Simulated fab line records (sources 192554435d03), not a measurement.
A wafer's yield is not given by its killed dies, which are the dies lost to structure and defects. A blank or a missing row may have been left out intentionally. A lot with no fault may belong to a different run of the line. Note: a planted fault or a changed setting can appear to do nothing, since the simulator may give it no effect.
Matching of chambers ; flow n5Finfet ; aldSin-01 running N5_BEOL_M0_SAQP_ALD_48: 4 sister chambers
The step deposits SiO2, target thk 20 nm, pulse time 1 s, co reactant pulse time 1 s. 4 wafers are shown with their chamber, then 7 later ones without.

== WAFERS PAIRED WITH THEIR CHAMBERS ==
wafer;chamber;heaterPowerW (W)
L088.5;2;72
L089.1;0;86
L090.3;3;75
L090.4;1;75

== WAFERS WHOSE CHAMBER IS MISSING ==
wafer;heaterPowerW (W)
L090.6;76
L091.2;74
L091.3;86
L091.5;75
L094.2;72
L094.3;72
L094.6;73

== THE CHAMBER EACH PASSED THROUGH ==
wafer;from the rows above;in truth
L090.6;can't be placed: 1 or 3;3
L091.2;can't be placed: 1 or 3 or 2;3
L091.3;0;0
L091.5;can't be placed: 1 or 3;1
L094.2;2;2
L094.3;2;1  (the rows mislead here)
L094.6;can't be placed: 2 or 1 or 3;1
Correct placement for 2 of the 7. These rows do not allow placing 4 (true chamber among the candidates in 4). Number placed wrongly: 1.
How it was worked out, from the rows above alone: a wafer's distance from a chamber is the root of the sum, over the readings, of the square of ((its reading less the chamber's mean) divided by the reading's scatter). If the next closest chamber is less than 2 further off than the closest, the wafer can't be placed; otherwise it belongs to the closest. For every chamber, the mean is computed from those of its wafers that are shown. The scatter: root of mean squared gap, hidden wafer to nearest shown wafer, with one shown wafer a chamber.
